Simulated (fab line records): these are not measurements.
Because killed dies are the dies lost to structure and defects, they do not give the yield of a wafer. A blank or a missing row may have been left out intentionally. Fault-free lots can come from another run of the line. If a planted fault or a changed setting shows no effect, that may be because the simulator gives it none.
A lot that was struck, set against a sound lot | flow n5_finfet | 34 out of 1938 route steps
Sound: the wafers L582.1, L582.2, L582.5. Wafers L586.2, L586.3, L586.6 were the ones struck. Last of all comes the cause.
Each step with rows lists, per side, the tool, then ch with its chambers, then its first start. Under that, the readings that differ: sound wafers | struck wafers | difference of the means | sigmas: that difference in standard deviations of wafers without a fault.
alike: readings with means less than 2 such deviations apart, plus words and numbers identical on both sides. not compared: withheld readings, readings lacking a value on some wafer, bounds such as >300 that could conceal the same value, and numbers that have no deviation in the record and whose values overlap.
Wherever a step has rows on one side only, a row that says differs or no value, or a row with sigmas, the two part there. Numbers that don't overlap but have no deviation are shown without sigmas and don't part them. Lack of a reading on every wafer of one side parts them only where that side has two or more wafers.

first, 9 steps without rows for these wafers: N5_BEOL_M10_SOFTBAKE_06 (time 60 s); N5_BEOL_M10_EXPOSE_08 (exposes mask M10); N5_BEOL_M10_PEB_09 (peb time 60 s); N5_BEOL_M10_DEVELOP_10 (develop time 30 s); N5_BEOL_M10_DESCUM_16 (chemistry O2, time 7.9 s); N5_BEOL_M10_ETCH_61 (etches SiARC in CF4, target depth 39 nm, time 65 s); N5_BEOL_M10_ETCH_62 (etches SOC in N2/H2, target depth 110 nm, overetch 22 nm, time 165 s); N5_BEOL_M10_STRIP_68 (strips in N2/H2); N5_BEOL_M10_STRIP_67 (strips in CF4).
N5_BEOL_M10_HM_OPEN_17: chemistry Cl2/BCl3, target TiN, target depth 20 nm, overetch 6 nm.
  sound on rie_metal-01 ch 0,1, day 12 18:09; struck on rie_metal-01 ch 0, day 14 02:02
  alike: drypump_motor_current_A, mfc_ar_sccm, oes_ar_750_au, oes_product_au, throttle_valve_pct
  not compared: rf_hours_counter_h
then, 23 steps without rows for these wafers: N5_BEOL_M10_STRIP_19 (strips in O2); N5_BEOL_M10_COAT_63 (time 60 s, resist thk 100 nm); N5_BEOL_M10_COAT_64 (time 60 s, resist thk 30 nm); N5_BEOL_M10_COAT_22 (resist thk 90 nm); N5_BEOL_M10_EBR_24; N5_BEOL_M10_SOFTBAKE_23 (time 60 s); N5_BEOL_M10_EXPOSE_25 (exposes mask V9); N5_BEOL_M10_PEB_26 (peb time 60 s); N5_BEOL_M10_DEVELOP_27 (develop time 30 s); N5_BEOL_M10_DESCUM_33 (chemistry O2, time 7.9 s); N5_BEOL_M10_ETCH_65 (etches SiARC in CF4, target depth 39 nm, time 65 s); N5_BEOL_M10_ETCH_66 (etches SOC in N2/H2, target depth 120 nm, overetch 24 nm, time 180 s); N5_BEOL_M10_STRIP_69 (strips in N2/H2); N5_BEOL_M10_VIA_ETCH_34 (etches SiCOH lowk in C4F6/O2, target depth 184.5 nm, time 69.2 s); N5_BEOL_M10_STRIP_73 (strips in C4F6/O2); N5_BEOL_M10_STRIP_36 (strips in N2/H2); N5_BEOL_M10_TRENCH_ETCH_37 (etches SiCOH lowk in C4F6/O2, target depth 148.83 nm, time 48 s); N5_BEOL_M10_ETCH_41 (etches SiCN in CH3F/O2, target depth 42.6 nm, time 86 s); N5_BEOL_M10_STRIP_77 (strips in N2/H2, time 10 s); N5_BEOL_M10_HM_STRIP_39 (strips TiN in peroxide tin strip, target depth 25 nm, time 158 s); N5_BEOL_M10_SRD_40 (time 30 s); N5_BEOL_M10_PRECLEAN_42 (cleans in residue remover, time 60 s); N5_BEOL_M10_SRD_43 (time 30 s).
-- the record jumps here: 2 days lie between the struck wafers' starts before and after (it left off in module BEOL_M10 and takes up again in module PASSIVATION, whose first step shown is number 1936 of the route) --
N5_PASSIVATION_PROBE_49:
  the record has rows for the struck wafers here (prober-02, day 16 09:48) and none for the sound ones

== WHERE THEY PART ==
N5_PASSIVATION_PROBE_49 only, going by this record.

WHY: the cause the simulator had injected
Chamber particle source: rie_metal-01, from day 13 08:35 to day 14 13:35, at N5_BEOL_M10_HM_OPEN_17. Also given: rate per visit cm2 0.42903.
